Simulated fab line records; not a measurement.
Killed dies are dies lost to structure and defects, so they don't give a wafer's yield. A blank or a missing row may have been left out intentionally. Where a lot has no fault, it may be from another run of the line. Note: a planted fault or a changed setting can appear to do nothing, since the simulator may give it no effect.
Chamber matching -- flow n5-finfet -- cmp-02 running N5_GATE_CUT_CMP_23: 4 sister chambers
The step polishes, stops on SiO2, t overpolish 23.4 s, target thk 16 nm. 4 wafers are shown with their chamber, then 7 later ones without.

EACH WAFER AND ITS CHAMBER
wafer,chamber,motor-current-A (A)
L076.2,3,9.9
L085.4,2,8.6
L090.1,0,8.7
L090.3,1,9.9

WAFERS MISSING THEIR CHAMBER
wafer,motor-current-A (A)
L090.5,9.2
L092.1,9.0
L092.2,9.8
L092.3,9.5
L095.1,8.5
L095.4,9.0
L095.6,9.1

THE CHAMBER EACH PASSED THROUGH
wafer,from the rows above,in truth
L090.5,can't be placed: 0 or 2 or 1 or 3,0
L092.1,can't be placed: 0 or 2 or 1 or 3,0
L092.2,can't be placed: 1 or 3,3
L092.3,can't be placed: 1 or 3 or 0 or 2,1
L095.1,can't be placed: 2 or 0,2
L095.4,can't be placed: 0 or 2 or 1 or 3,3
L095.6,can't be placed: 0 or 2 or 1 or 3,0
Placed correctly: 0 of 7. Cannot be placed on the basis of these rows: 7; the candidates contain the true chamber in 7. Wrongly placed: 0.
How it was worked out, from the rows above alone: a wafer's distance from a chamber is the root of the sum, over the readings, of the square of ((its reading less the chamber's mean) divided by the reading's scatter). If the next closest chamber is less than 2 further off than the closest, the wafer can't be placed; otherwise it belongs to the closest. The mean given for a chamber averages the wafers shown for that chamber. The scatter (one wafer shown for each chamber): square how far every hidden wafer sits from the nearest shown wafer, average those squares and take the square root.
